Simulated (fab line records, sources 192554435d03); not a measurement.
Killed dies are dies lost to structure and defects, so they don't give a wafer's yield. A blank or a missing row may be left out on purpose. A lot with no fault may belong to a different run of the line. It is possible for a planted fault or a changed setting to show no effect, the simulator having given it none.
Matching of chambers -- flow n5-finfet -- N5_BEOL_M7_CURE_75 on uv-cure-03 has 3 sister chambers
The step cures SiCOH lowk, time 120 s. 3 wafers are shown with their chamber, then 9 later ones without.

## EACH WAFER AND ITS CHAMBER
wafer,chamber,wafer_temp_C_max
L079.6,2,371.7
L082.6,1,373.3
L087.5,0,372.1

## WAFERS WHOSE CHAMBER IS MISSING
wafer,wafer_temp_C_max
L089.2,370.9
L089.3,371.4
L089.6,371.2
L092.1,372.5
L092.2,372.5
L092.6,372.2
L096.2,374.2
L096.4,372.9
L096.5,373.9

## THE CHAMBER EACH PASSED THROUGH
wafer,from the rows above,in truth
L089.2,can't be placed: 2 or 0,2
L089.3,can't be placed: 2 or 0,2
L089.6,can't be placed: 2 or 0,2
L092.1,can't be placed: 0 or 1 or 2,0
L092.2,can't be placed: 0 or 1 or 2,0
L092.6,can't be placed: 0 or 2 or 1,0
L096.2,1,1
L096.4,can't be placed: 1 or 0 or 2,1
L096.5,1,1
2 of 9 placed correctly. Cannot be placed on the basis of these rows: 7; the candidates contain the true chamber in 7. Wrongly placed: 0.
How it was worked out, from the rows above alone: a wafer's distance from a chamber is the root of the sum, over the readings, of the square of ((its reading less the chamber's mean) divided by the reading's scatter). The wafer belongs to the nearest chamber; if the next one is less than 2 further off, it can't be placed. Each chamber's mean is taken over the wafers shown for it. The scatter: root of mean squared gap, hidden wafer to nearest shown wafer, with one shown wafer a chamber.
